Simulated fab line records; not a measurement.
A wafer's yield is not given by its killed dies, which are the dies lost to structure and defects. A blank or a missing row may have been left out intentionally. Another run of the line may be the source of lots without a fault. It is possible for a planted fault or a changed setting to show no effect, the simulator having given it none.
Which tool is to blame? + flow nand_harc + 66 wafers from 22 lots sampled at 2 of the route's 1302 steps

== WHAT THE GAUGES READ, wafer by wafer ==
NHARC_A_ONON_D2_THK_MEAS_05: measures by ellipsometry.
| lot  | measured     | on            | thk_nm (nm)    |
|------|--------------|---------------|----------------|
| L074 | day 12 17:34 | film_metro-02 | 1007 1007 1009 |
| L075 | day 12 17:35 | film_metro-01 | 996 996 996    |
| L076 | day 13 12:51 | film_metro-02 | 1011 1011 1012 |
| L077 | day 14 03:23 | film_metro-02 | 997 999 1000   |
| L078 | day 14 05:34 | film_metro-02 | 1019 1018 1019 |
| L079 | day 14 20:31 | film_metro-02 | 1000 1000 1001 |
| L080 | day 15 02:37 | film_metro-01 | 1003 1003 1001 |
| L081 | day 15 09:01 | film_metro-02 | 1012 1013 1014 |
| L083 | day 16 00:21 | film_metro-02 | 999 999 999    |
| L085 | day 17 07:41 | film_metro-02 | 1010 1009 1008 |
| L086 | day 17 18:39 | film_metro-01 | 1007 1008 1007 |
| L087 | day 17 18:44 | film_metro-02 | 975 976 974    |
| L089 | day 18 11:35 | film_metro-02 | 1005 1007 1005 |
| L088 | day 18 11:35 | film_metro-02 | 995 993 993    |
| L091 | day 19 15:16 | film_metro-01 | 1004 1006 1004 |
| L090 | day 19 15:16 | film_metro-02 | 992 993 994    |
| L092 | day 20 04:41 | film_metro-02 | 1003 1003 1004 |
| L093 | day 20 04:45 | film_metro-01 | 1005 1003 1004 |
| L095 | day 21 05:31 | film_metro-02 | 1007 1006 1009 |
| L094 | day 21 12:17 | film_metro-02 | 1011 1010 1013 |
| L096 | day 21 18:06 | film_metro-02 | 978 975 978    |
| L097 | day 21 18:20 | film_metro-01 | 1011 1009 1011 |

NHARC_A_ONON_D2_THK_MEAS_21: measures by ellipsometry.
| lot  | measured     | on            | thk_nm (nm)    |
|------|--------------|---------------|----------------|
| L074 | day 13 03:34 | film_metro-02 | 981 982 982    |
| L075 | day 13 03:34 | film_metro-01 | 1011 1010 1011 |
| L076 | day 14 00:17 | film_metro-01 | 1004 1006 1005 |
| L077 | day 14 14:20 | film_metro-02 | 1010 1007 1008 |
| L078 | day 14 14:19 | film_metro-01 | 1013 1014 1013 |
| L079 | day 15 08:48 | film_metro-02 | 995 998 995    |
| L080 | day 15 13:25 | film_metro-01 | 997 997 997    |
| L081 | day 15 18:58 | film_metro-02 | 1027 1028 1029 |
| L083 | day 16 12:34 | film_metro-01 | 997 997 999    |
| L085 | day 17 17:16 | film_metro-02 | 996 998 997    |
| L086 | day 18 04:41 | film_metro-02 | 1001 1001 1001 |
| L087 | day 18 04:41 | film_metro-02 | 998 995 997    |
| L089 | day 18 21:54 | film_metro-01 | 1019 1019 1020 |
| L088 | day 18 21:55 | film_metro-02 | 987 986 990    |
| L091 | day 20 01:12 | film_metro-02 | 1008 1008 1006 |
| L090 | day 20 01:11 | film_metro-01 | 993 991 992    |
| L092 | day 20 15:40 | film_metro-01 | 993 992 994    |
| L093 | day 20 15:40 | film_metro-02 | 1012 1011 1012 |
| L095 | day 21 18:34 | film_metro-02 | 1010 1011 1011 |
| L094 | day 21 23:00 | film_metro-02 | 1006 1005 1005 |
| L096 | day 22 05:50 | film_metro-01 | 992 993 994    |
| L097 | day 22 05:50 | film_metro-02 | 992 993 993    |

== WHICH TOOL RAN EACH LOT (tool, then ch and the chambers of the sampled wafers, then the start) ==
The record holds no process step before these readings.

== WHAT THE TOOLS THEMSELVES READ (means of the sampled wafers that have a number; where no wafer has one, the mark that the record gives instead) ==
The record holds no such reading with a usual standard deviation.

== THE ANSWER, worked out from the rows above alone ==
Rule: usual is defined by the lots themselves. The widest of any qualifying gaps counts: lots, ordered by their means at a reading, are off when they make up no more than a third of the lots, leave a main group of 4 or more, and stand apart from it by 3 or more times the standard deviation of that group's means. A main group whose means are all the same, to the digits that the tables above print for the reading, isn't used. A lot without any number at a reading at which 4 lots or more have one is off too. Any other lot the step has rows for is counted as sound. The gauges are gone through in route order, then the tools' own readings, and for those a lot's mean is taken as printed above. At the first step where some lot is off, the reading lying furthest off is the one used; lots without a number count as furthest.
No lot is off on any of the readings shown, so nothing can be concluded from this.

== WHAT WAS PUT IN BY THE SIMULATOR ==
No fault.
